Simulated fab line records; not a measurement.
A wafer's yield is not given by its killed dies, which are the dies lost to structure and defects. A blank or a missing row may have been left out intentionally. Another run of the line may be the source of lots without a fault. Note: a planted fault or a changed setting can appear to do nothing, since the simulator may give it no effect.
Chamber matching | flow nandHarc | NHARC_HYBRID_BOND_ACTIVATE_00 on rieDiel-09 has 4 sister chambers
The step chemistry N2, time 60 s. 4 wafers are shown with their chamber, then 9 later ones without.

== EACH WAFER AND ITS CHAMBER ==
wafer  | chamber | showerheadPlenumPTorr (Torr)
L638.1 | 2       | 1.87
L638.4 | 3       | 1.75
L646.5 | 1       | 1.84
L646.6 | 0       | 1.79

== WAFERS WITH NO CHAMBER GIVEN ==
wafer  | showerheadPlenumPTorr (Torr)
L645.1 | 1.84
L645.5 | 1.87
L645.6 | 1.84
L649.2 | 1.79
L649.4 | 1.87
L649.5 | 1.79
L651.1 | 1.87
L651.2 | 1.74
L651.3 | 1.79

== WHICH CHAMBER EACH WENT THROUGH ==
wafer  | from the rows above | in truth
L645.1 | 1                   | 1
L645.5 | 2                   | 2
L645.6 | 1                   | 1
L649.2 | 0                   | 0
L649.4 | 2                   | 2
L649.5 | 0                   | 0
L651.1 | 2                   | 2
L651.2 | 3                   | 3
L651.3 | 0                   | 0
Placed correctly: 9 of 9. Number that these rows cannot place: 0. Wrongly placed: 0.
How it was worked out, from the rows above alone: a wafer's distance from a chamber is the root of the sum, over the readings, of the square of ((its reading less the chamber's mean) divided by the reading's scatter). If the next closest chamber is less than 2 further off than the closest, the wafer can't be placed; otherwise it belongs to the closest. A chamber's mean is the mean of its shown wafers. The scatter: root of mean squared gap, hidden wafer to nearest shown wafer, with one shown wafer a chamber.
